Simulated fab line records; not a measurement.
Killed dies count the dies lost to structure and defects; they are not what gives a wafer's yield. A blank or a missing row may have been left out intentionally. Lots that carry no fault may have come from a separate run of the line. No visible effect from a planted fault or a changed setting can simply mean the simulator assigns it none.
A struck lot beside a sound one | flow n5Finfet | 13 out of 1938 route steps
Sound: these wafers, L971.3, L971.5, L971.6. Struck: wafer L968.1 (L968.4, L968.6, from the same lot, were not struck and are left out); the cause is given at the end.
At each step with rows: each side's tool, then ch and its chambers, then its first start. Under that, the readings that differ: sound wafers | struck wafers | difference of the means | sigmas: that difference in standard deviations of wafers without a fault.
alike: readings with means less than 2 such deviations apart, plus words and numbers identical on both sides. not compared: withheld readings, readings lacking a value on some wafer, bounds such as >300 that could conceal the same value, and numbers that have no deviation in the record and whose values overlap.
Wherever a step has rows on one side only, a row that says differs or no value, or a row with sigmas, the two part there. When numbers do not overlap yet have no deviation, they are printed without sigmas and do not part them. A reading that every wafer of one side lacks parts them only if that side has two wafers or more.

first, 9 steps without rows for these wafers: N5_MOL_CONTACT_COAG_DEVELOP_07 (develop time 30 s); N5_MOL_CONTACT_COAG_DESCUM_13 (chemistry O2, time 7 s); N5_MOL_CONTACT_COAG_ETCH_59 (etches underlayer in N2/H2, target depth 13 nm, time 10.4 s); N5_MOL_CONTACT_COAG_ETCH_105 (etches SiARC in CF4, target depth 15.6 nm, time 26 s); N5_MOL_CONTACT_COAG_ETCH_106 (etches SOC in N2/H2, target depth 80 nm, overetch 16 nm, time 120 s); N5_MOL_CONTACT_COAG_STRIP_107 (strips in N2/H2); N5_MOL_CONTACT_COAG_STRIP_108 (strips in N2/H2); N5_MOL_CONTACT_COAG_CONTACT_ETCH_14 (etches SiO2 in C4F6/O2, target depth 27.5 nm, overetch 8.5 nm, time 20 s); N5_MOL_CONTACT_COAG_STRIP_109 (strips in C4F6/O2).
N5_MOL_CONTACT_COAG_ETCH_15: etches SiNx in CH3F/O2, stops on Si:P, target depth 7 nm.
  sound on rieDiel-03 ch 1,2, day 9 15:21; struck on rieDiel-02 ch 2, day 8 19:47
reading                                           | sound          | struck | difference | sigmas
overEtchFrac                                      | 0.75 0.75 0.75 | 1.5767 | +0.8267    | 
model.SOC_of_MOL_CONTACT_COAG_COAT_103.thkNm (nm) | 75.2 75 75.4   | 73.2   | -2.0       | 
  alike: drypumpMotorCurrentA, oes_ar_750_au, oesProductAu, rfVppV, showerheadPlenumPTorr, throttleValvePct
  not compared: rfHoursCounterH
N5_MOL_CONTACT_COAG_ETCH_110: etches Si in CF4/O2, target depth 2.5 nm, time 8 s.
  sound on rieDiel-03 ch 1,2, day 9 15:25; struck on rieDiel-02 ch 2, day 8 19:50
reading                                           | sound        | struck | difference | sigmas
model.SOC_of_MOL_CONTACT_COAG_COAT_103.thkNm (nm) | 73.8 73.6 74 | 71.6   | -2.2       | 
  alike: drypumpMotorCurrentA, oes_ar_750_au, oesProductAu, rfVppV, showerheadPlenumPTorr, throttleValvePct
  not compared: rfHoursCounterH
then, 1 step without rows for these wafers: N5_MOL_CONTACT_COAG_STRIP_98 (strips in N2/H2).
-- a jump in the record: the struck wafers' starts before and after are 6 days apart (it breaks off in module MOL_CONTACT_COAG and resumes in module BEOL_M4, where the first step shown is number 1111 of the route) --
N5_BEOL_M4_RC_MEAS_101:
  sound on prober-02 ch 0, day 15 09:49; struck on prober-02 ch 0, day 14 19:55
  alike: DIBL_N, DIBL_P, IOFF_N, IOFF_P, ION_N, ION_P, SS_N, SS_P, VT_N, VT_P

WHERE THEY PART
Nowhere in this record.

WHY: what the simulator had put in
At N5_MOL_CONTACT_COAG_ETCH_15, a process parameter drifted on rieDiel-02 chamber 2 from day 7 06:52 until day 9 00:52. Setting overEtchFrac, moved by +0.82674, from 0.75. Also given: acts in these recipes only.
